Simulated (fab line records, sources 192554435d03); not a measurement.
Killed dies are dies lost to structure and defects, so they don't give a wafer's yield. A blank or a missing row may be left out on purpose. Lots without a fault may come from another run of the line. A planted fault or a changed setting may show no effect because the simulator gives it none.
fab line records | flow n5_finfet
record lots=6 wafers=18 last_day=17
route steps=1938 shown BEOL_M7@1311 PASSIVATION@1936
lots that met no fault: from a run of the same line without faults
start_h: hours from the record's first day to the start of the lot's first wafer shown | wait_h: hours since the lot's step before | " the same as in the row above | L1.1+2: a row that stands for several wafers | - no value, or no start given | * or withheld: withheld | < > ~ a bound
route shown NAME@n: a module of which the file shows steps, and the number in the route of the first | usual: mean/standard deviation of fault-free wafers | same: alike in all rows | chamber/n: place in a boat | sites: the reading at each site | _std_site: their standard deviation | _edge_site: outer sites' mean less inner sites' | radius_mm: how far each site lies from the wafer's centre | mask NAME#n: copy n | behind: the tool/chamber that last shaped the wafer | hold: why the lot was held/for how many hours/how that ended | device: the transistor (n, p or np) that didn't switch | end of line: the same wafers' tests at the end of the route | a step without rows: its recipe alone | killed: dies lost to structure and defects at the first sort, not the wafer's yield | map: a wafer's dies, x killed, . not, _ none there
set.NAME: the setting as run; set.NAME@STEP: as run at that earlier step | model.NAME: the simulator's own value behind a step, which no gauge read
lots at some steps of the route; a table a step, a row a wafer
services: from which hour (start_h, from the record's first day; less than 0 if before it) a tool's chamber was out of use, for how many hours, and why
## steps
# step N5_BEOL_M7_OCD_MEAS_38
# usual trench_depth_nm=93.7/2.1
# columns lot.wafer tool chamber start_h wait_h trench_depth_nm
L814.1 ocd-02 - 192.48 - 96.8
L814.3 " - " " 92.1
L814.5 " - " " 94.9
L824.3 ocd-01 - 256.97 - 92.9
L824.4 " - " " 93.1
L824.5 " - " " 91.4
L829.1 ocd-01 - 285.51 - 91.2
L829.3 " - " " 96.0
L829.4 " - " " 96.0
L831.1 ocd-01 - 305.18 - 96.0
L831.4 " - " " 92.0
L831.6 " - " " 91.7
L835.1 ocd-01 - 327.87 - 96.5
L835.2 " - " " 92.2
L835.4 " - " " 95.4
L836.3 ocd-02 - 330.75 - 93.0
L836.4 " - " " 96.7
L836.5 " - " " 93.1
# step N5_BEOL_M7_HM_STRIP_39
# recipe chemistry=peroxide_tin_strip material=TiN target_depth_a=250 temp_c=50 time_s=158
# step N5_BEOL_M7_SRD_40
# recipe time_s=30 temp_c=23 rinse_liquid=diw dry=ipa_marangoni
# step N5_BEOL_M7_PRECLEAN_42
# recipe chemistry=residue_remover time_s=60 temp_c=40
# step N5_BEOL_M7_SRD_43
# recipe time_s=30 temp_c=23 rinse_liquid=diw dry=ipa_marangoni
# step N5_BEOL_M7_CD_MEAS_35
# recipe target_cd_nm=40 polarity=opening
# usual cd_nm=40.2/0.71
# columns lot.wafer tool chamber start_h wait_h cd_nm
L814.1 cd_sem-01 - 192.64 0.0 40.1
L814.3 " - " " 40.1
L814.5 " - " " 40.0
L824.3 cd_sem-01 - 257.26 0.0 40.3
L824.4 " - " " 40.0
L824.5 " - " " 40.8
L829.1 cd_sem-01 - 285.67 0.0 40.3
L829.3 " - " " 40.0
L829.4 " - " " 40.1
L831.1 cd_sem-02 - 305.34 0.0 39.9
L831.4 " - " " 41.0
L831.6 " - " " 40.1
L835.1 cd_sem-03 - 328.03 0.0 40.1
L835.2 " - " " 39.9
L835.4 " - " " 40.1
L836.3 cd_sem-01 - 330.91 0.0 41.2
L836.4 " - " " 40.5
L836.5 " - " " 41.0
# step N5_BEOL_M7_CURE_75
# recipe temp_c=370 time_s=120 ambient=DMADMS/He material=SiCOH_lowk
# usual lamp_power_pct=52.31/0.053 wafer_temp_C_max=371.6/0.71
# columns lot.wafer tool chamber start_h wait_h lamp_power_pct wafer_temp_C_max
L814.1 uv_cure-02 1 192.68 0.0 52.29 370.9
L814.3 " 1 " " 52.32 371.0
L814.5 " 1 " " 52.33 371.6
L824.3 uv_cure-01 0 257.40 0.1 52.26 371.5
L824.4 " 0 " " 52.37 371.9
L824.5 " 0 " " 52.43 372.0
L829.1 uv_cure-02 2 285.72 0.0 52.24 372.0
L829.3 " 2 " " 52.36 371.4
L829.4 " 2 " " 52.30 371.8
L831.1 uv_cure-02 0 305.38 0.0 52.28 372.1
L831.4 " 0 " " 52.25 371.2
L831.6 " 0 " " 52.22 371.2
L835.1 uv_cure-03 2 328.07 0.0 52.28 370.8
L835.2 " 2 " " 52.34 371.0
L835.4 " 2 " " 52.32 371.3
L836.3 uv_cure-03 0 331.05 0.1 52.21 371.5
L836.4 " 0 " " 52.14 370.6
L836.5 " 0 " " 52.19 371.1
# step N5_BEOL_M7_DEGAS_44
# recipe ambient=vacuum temp_c=250 time_s=60
# usual heater_power_w=319/26
# columns lot.wafer tool chamber start_h wait_h heater_power_w
L814.1 pvd_sputter-03 - 193.10 0.4 312
L814.3 " - " " 288
L814.5 " - " " 280
L824.3 pvd_sputter-03 - 257.66 0.2 324
L824.4 " - " " 296
L824.5 " - " " 314
L829.1 pvd_sputter-03 - 287.82 2.0 311
L829.3 " - " " 335
L829.4 " - " " 328
L831.1 pvd_sputter-01 - 306.06 0.6 374
L831.4 " - " " 314
L831.6 " - " " 314
L835.1 pvd_sputter-01 - 330.47 2.3 314
L835.2 " - " " 377
L835.4 " - " " 364
L836.3 pvd_sputter-01 - 331.43 0.3 380
L836.4 " - " " 314
L836.5 " - " " 358
# step N5_BEOL_M7_PRE_CLEAN_45
# recipe gas=H2/He time_s=30 temp_c=250
# usual heater_power_w=320/26
# columns lot.wafer tool chamber start_h wait_h heater_power_w
L814.1 pvd_sputter-03 - 193.14 0.0 316
L814.3 " - " " 281
L814.5 " - " " 290
L824.3 pvd_sputter-03 - 257.70 0.0 317
L824.4 " - " " 284
L824.5 " - " " 302
L829.1 pvd_sputter-03 - 287.86 0.0 311
L829.3 " - " " 326
L829.4 " - " " 326
L831.1 pvd_sputter-01 - 306.10 0.0 373
L831.4 " - " " 304
L831.6 " - " " 323
L835.1 pvd_sputter-01 - 330.51 0.0 307
L835.2 " - " " 384
L835.4 " - " " 357
L836.3 pvd_sputter-01 - 331.47 0.0 379
L836.4 " - " " 320
L836.5 " - " " 361
# step N5_BEOL_M7_ALD_77
# recipe material=TaN target_thk_a=20 temp_c=275 ald_precursor_family=PDMAT ald_co_reactant=NH3 pressure_torr=3 carrier_flow_sccm=1500 pulse_time_s=2 purge_time_s=3 co_reactant_purge_time_s=2 co_reactant_pulse_time_s=3 ald_cycles=40 precursor_vessel_temp_c=75 precursor_vessel_pressure_torr=26.25 precursor_vessel_carrier_sccm=1000
# usual chamber_pressure_Torr=3.001/0.0068 heater_power_w=445/36 precursor_vessel_pressure_torr=26.25/0.052
# same co_reactant_pulse_time_s=3
# columns lot.wafer tool chamber start_h wait_h chamber_pressure_Torr heater_power_w precursor_vessel_pressure_torr
L814.1 ald_metal-03 2 193.21 0.0 2.992 386 26.26
L814.3 " 1 " " 2.997 396 26.21
L814.5 " 1 " " 3.000 395 26.23
L824.3 ald_metal-03 0 257.76 0.0 3.004 468 26.25
L824.4 " 3 " " 3.004 486 26.28
L824.5 " 0 " " 3.009 473 26.29
L829.1 ald_metal-01 2 287.92 0.0 3.011 447 26.22
L829.3 " 3 " " 3.007 420 26.25
L829.4 " 1 " " 2.986 510 26.23
L831.1 ald_metal-04 1 306.18 0.1 2.999 437 26.29
L831.4 " 0 " " 3.010 413 26.21
L831.6 " 1 " " 2.997 438 26.19
L835.1 ald_metal-01 1 330.75 0.2 2.985 493 26.30
L835.2 " 2 " " 3.005 427 26.17
L835.4 " 3 " " 3.008 429 26.17
L836.3 ald_metal-04 0 331.53 0.0 3.003 402 26.25
L836.4 " 2 " " 3.008 458 26.22
L836.5 " 2 " " 3.004 450 26.19
# step N5_BEOL_M7_SURFACE_TREAT_79
# recipe gas=Ar time_s=* ion_energy_ev=* ion_current_ma_cm2=0.5 pressure_mtorr=* ar_flow_sccm=30
# usual throttle_valve_pct=*
# columns lot.wafer tool chamber start_h wait_h throttle_valve_pct
L814.1 pvd_sputter-03 - 193.50 0.2 *
L814.3 " - " " *
L814.5 " - " " *
L824.3 pvd_sputter-02 - 258.39 0.5 *
L824.4 " - " " *
L824.5 " - " " *
L829.1 pvd_sputter-02 - 288.22 0.2 *
L829.3 " - " " *
L829.4 " - " " *
L831.1 pvd_sputter-01 - 306.54 0.2 *
L831.4 " - " " *
L831.6 " - " " *
L835.1 pvd_sputter-01 - 331.07 0.2 *
L835.2 " - " " *
L835.4 " - " " *
L836.3 pvd_sputter-02 - 331.92 0.3 *
L836.4 " - " " *
L836.5 " - " " *
# step N5_BEOL_M7_CVD_78
# recipe material=Co target_thk_a=20 temp_c=withheld precursor=CCTBA/H2 pressure_torr=30 time_s=142.3
# step N5_BEOL_M7_SPUTTER_48
# recipe material=Cu target_thk_a=100 temp_c=-20 bias_v=60 power_w=26000 chamber_pressure_pa=0.13 time_s=1.667
# usual bias_v=60.0/0.61 cathode_dc_power_W=25999/4.6 throttle_valve_pct=30.1/0.98
# columns lot.wafer tool chamber start_h wait_h bias_v cathode_dc_power_W throttle_valve_pct
L814.1 pvd_sputter-02 - 193.75 0.1 58.9 25998 30.5
L814.3 " - " " 59.1 26008 29.5
L814.5 " - " " 58.9 25994 31.6
L824.3 pvd_sputter-03 - 259.90 1.0 60.3 26004 29.4
L824.4 " - " " 58.8 25995 30.1
L824.5 " - " " 60.6 25999 28.5
L829.1 pvd_sputter-03 - 288.41 0.1 59.5 24961 30.3
L829.3 " - " " 60.9 24972 29.6
L829.4 " - " " 60.8 24956 30.0
L831.1 pvd_sputter-03 - 306.73 0.1 59.9 24965 30.2
L831.4 " - " " 60.1 24966 28.4
L831.6 " - " " 59.0 24963 30.1
L835.1 pvd_sputter-01 - 331.51 0.1 60.0 26004 29.1
L835.2 " - " " 60.6 26007 31.4
L835.4 " - " " 60.4 26005 29.1
L836.3 pvd_sputter-02 - 332.16 0.1 59.7 26004 31.7
L836.4 " - " " 60.6 26012 30.7
L836.5 " - " " 59.6 25997 31.7
# step N5_BEOL_M7_ECD_50
# recipe material=Cu target_thk_a=3000
# step N5_PASSIVATION_PROBE_49
# usual defect_limited_yield=91.1/1.5 killed_at_M0_to_M3=35/11 killed_at_M4_up=13/5.7 killed_at_contacts=12/5.7 killed_at_front_end=40/11 killed_at_other=4/4.4 killed_dies=105/18 killed_open=68/14 killed_short=34/7.4 sort_bin_4_leakage=0.00/0.011 sort_bin_5_function=5.2/1 sort_bin_6_memory=3.3/0.67 sort_bin_8_speed=0.04/0.29 sort_n_pass=1074/18 sort_yield_pct=91.0/1.5
# same gross_dies=1180 killed_at_back_side=0
# columns lot.wafer tool chamber start_h wait_h defect_limited_yield[%] killed_at_M0_to_M3 killed_at_M4_up killed_at_contacts killed_at_front_end killed_at_other killed_dies killed_open killed_short sort_bin_4_leakage[%] sort_bin_5_function[%] sort_bin_6_memory[%] sort_bin_8_speed[%] sort_n_pass sort_yield_pct[%]
L814.1 prober-01 - 268.44 0.0 89.2 38 19 11 43 16 127 88 37 0 5.9 4.1 0 1053 89.2
L814.3 prober-01 - 268.54 0.1 90.6 25 19 7 50 10 111 79 31 0 5.6 3.5 0 1069 90.6
L814.5 prober-01 - 268.64 0.2 89.4 32 17 7 52 17 125 76 48 0 6.0 4.2 0 1055 89.4
L831.1 prober-01 - 383.10 0.0 92.8 23 16 18 27 1 85 60 24 0 4.7 2.3 0 1095 92.8
L831.4 prober-01 - 383.25 0.2 89.6 24 17 8 74 0 123 79 34 0 6.2 4.1 0 1057 89.6
L831.6 prober-01 - 383.35 0.3 92.9 18 15 12 37 2 84 52 30 0 4.1 3.0 0 1096 92.9
L835.1 prober-01 - 401.50 0.0 92.3 21 10 14 42 4 91 60 29 0 3.4 4.0 0 1089 92.3
L835.2 prober-01 - 401.55 0.1 92.9 39 12 7 22 4 84 52 30 0 4.3 2.5 0 1096 92.9
L835.4 prober-01 - 401.65 0.2 93.2 36 16 7 20 1 80 46 32 0 3.7 2.8 0 1100 93.2
# killed by level:class
L814.1 STI_FIN_REVEAL:geometric_particle:open=12 BEOL_M0_SAQP:geometric_particle:open=10 FIN_SAQP:geometric_particle:open=9 MOL_CONTACT_COAG:geometric_particle:open=9 BEOL_M1:geometric_particle:open=9 FIN_SAQP:geometric_particle:short=8 BEOL_M4:geometric_particle:open=7 BEOL_M0_SAQP:geometric_particle:short=6
L814.3 FIN_SAQP:geometric_particle:open=19 BEOL_M4:geometric_particle:open=13 FIN_SAQP:geometric_particle:short=10 STI_FIN_REVEAL:geometric_particle:open=8 MOL_CONTACT_COAG:geometric_particle:open=7 BEOL_M0_SAQP:geometric_particle:open=6 BEOL_M0:geometric_particle:open=6 BEOL_M0_SAQP:geometric_particle:short=4
L814.5 STI_FIN_REVEAL:geometric_particle:open=17 FIN_SAQP:geometric_particle:short=15 FIN_SAQP:geometric_particle:open=9 BEOL_M0_SAQP:geometric_particle:short=9 BEOL_M1:geometric_particle:open=8 BEOL_M4:geometric_particle:open=8 BEOL_M0_SAQP:geometric_particle:open=6 MOL_CONTACT_COAG:geometric_particle:open=5
L831.1 MOL_CONTACT_COAG:geometric_particle:open=15 FIN_SAQP:geometric_particle:short=6 BEOL_M2:geometric_particle:open=6 BEOL_M0_SAQP:geometric_particle:open=5 BEOL_M4:geometric_particle:open=5 BEOL_M0:geometric_particle:open=4 BEOL_M1:geometric_particle:open=4 STARTING-WAFER:geometric_particle:open=4
L831.4 FIN_SAQP:geometric_particle:open=33 FIN_SAQP:geometric_particle:short=14 FIN_CUT:area_etch=8 MOL_CONTACT_COAG:geometric_particle:open=7 BEOL_M4:geometric_particle:open=7 BEOL_M1:geometric_particle:open=6 BEOL_M0_SAQP:geometric_particle:short=5 BEOL_M2:geometric_particle:open=5
L831.6 FIN_SAQP:geometric_particle:open=9 MOL_CONTACT_COAG:geometric_particle:open=8 FIN_SAQP:geometric_particle:short=7 GATE_CUT:geometric_particle:short=5 BEOL_M0_SAQP:geometric_particle:open=5 BEOL_M2:geometric_particle:open=5 BEOL_M4:geometric_particle:open=5 MOL_CONTACT_COAG:geometric_particle:short=4
L835.1 DUMMY_GATE:geometric_particle:open=11 MOL_CONTACT_COAG:geometric_particle:open=11 FIN_SAQP:geometric_particle:short=5 GATE_CUT:geometric_particle:short=5 STI_FIN_REVEAL:geometric_particle:open=4 DUMMY_GATE:geometric_particle:short=4 GATE_CUT:geometric_particle:open=4 BEOL_M0_SAQP:geometric_particle:open=4
L835.2 STI_FIN_REVEAL:geometric_particle:open=9 BEOL_M0_SAQP:geometric_particle:short=6 BEOL_M1:geometric_particle:open=6 BEOL_M2:geometric_particle:open=6 BEOL_M3:geometric_particle:open=6 MOL_CONTACT_COAG:geometric_particle:open=4 BEOL_M0:geometric_particle:short=4 BEOL_M0:geometric_particle:open=3
L835.4 BEOL_M2:geometric_particle:open=14 GATE_CUT:geometric_particle:short=6 MOL_CONTACT_COAG:geometric_particle:open=6 BEOL_M0:geometric_particle:short=6 BEOL_M4:geometric_particle:short=5 STI_FIN_REVEAL:geometric_particle:open=4 BEOL_M0_SAQP:geometric_particle:short=3 BEOL_M0_SAQP:geometric_particle:open=3
## services
# columns tool chamber start_h hours kind
pvd_sputter-02 - 177.09 4.0 repair
ald_metal-04 - 181.96 0.7 repair
uv_cure-03 - 190.66 8.8 repair
ald_metal-01 1 206.53 35.8 repair
uv_cure-02 - 209.39 2.8 pm
uv_cure-01 - 211.51 7.5 pm
uv_cure-02 - 236.62 2.6 repair
uv_cure-03 - 240.20 2.1 pm
uv_cure-01 - 245.37 5.4 repair
uv_cure-03 - 270.87 6.0 pm
ald_metal-04 3 287.21 2.9 repair
uv_cure-01 - 294.39 2.1 pm
uv_cure-02 - 310.58 0.2 repair
## key
first_sign step=N5_BEOL_M7_SPUTTER_48 reading=cathode_dc_power_W direction=down sigmas=99+ usual=* struck=*
effect none on later readings
met_at N5_BEOL_M7_SPUTTER_48
struck_wafers L829.1,L829.3,L829.4,L831.1,L831.4,L831.6
onset_between 259.90 288.41
fault kind=process_parameter_drift tool=pvd_sputter-03 chamber=- onset_h=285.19 steps=N5_BEOL_M7_SPUTTER_48 channel=power_w offset=* shape=step end_h=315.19 acts_in=* stated=*
